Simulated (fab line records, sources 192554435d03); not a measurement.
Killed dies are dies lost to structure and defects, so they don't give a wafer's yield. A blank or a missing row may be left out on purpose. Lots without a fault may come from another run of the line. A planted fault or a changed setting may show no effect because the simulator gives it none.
Chamber matching | flow n5_finfet | N5_HKMG_FIN_ALD_75 on ald_hk-01: 4 sister chambers
The step deposits Al2O3, target thk 1 nm, co reactant pulse time 1 s. 4 wafers are shown with their chamber, then 8 later ones without.

WAFERS WITH THEIR CHAMBER
wafer  | chamber | heater_power_w (W)
L082.5 | 2       | 136
L086.1 | 1       | 139
L086.4 | 3       | 157
L088.1 | 0       | 150

WAFERS WITHOUT THEIR CHAMBER
wafer  | heater_power_w (W)
L088.2 | 157
L088.4 | 143
L089.1 | 163
L089.3 | 150
L089.5 | 138
L090.1 | 135
L090.2 | 152
L090.4 | 136

WHICH CHAMBER EACH WENT THROUGH
wafer  | from the rows above          | in truth
L088.2 | 3                            | 3
L088.4 | can't be placed: 1 or 0 or 2 | 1
L089.1 | 3                            | 3
L089.3 | 0                            | 0
L089.5 | can't be placed: 1 or 2      | 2
L090.1 | can't be placed: 2 or 1      | 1
L090.2 | can't be placed: 0 or 3      | 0
L090.4 | can't be placed: 2 or 1      | 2
Placed correctly: 3 of 8. Can't be placed from these rows: 5 (the true chamber is among the candidates in 5). Placed wrongly: 0.
How it was worked out, from the rows above alone: a wafer's distance from a chamber is the root of the sum, over the readings, of the square of ((its reading less the chamber's mean) divided by the reading's scatter). The wafer belongs to the nearest chamber; if the next one is less than 2 further off, it can't be placed. A chamber's mean is the mean of its shown wafers. The scatter: with one shown wafer a chamber, the root of the mean of the squares of how far each hidden wafer lies from its nearest shown one.
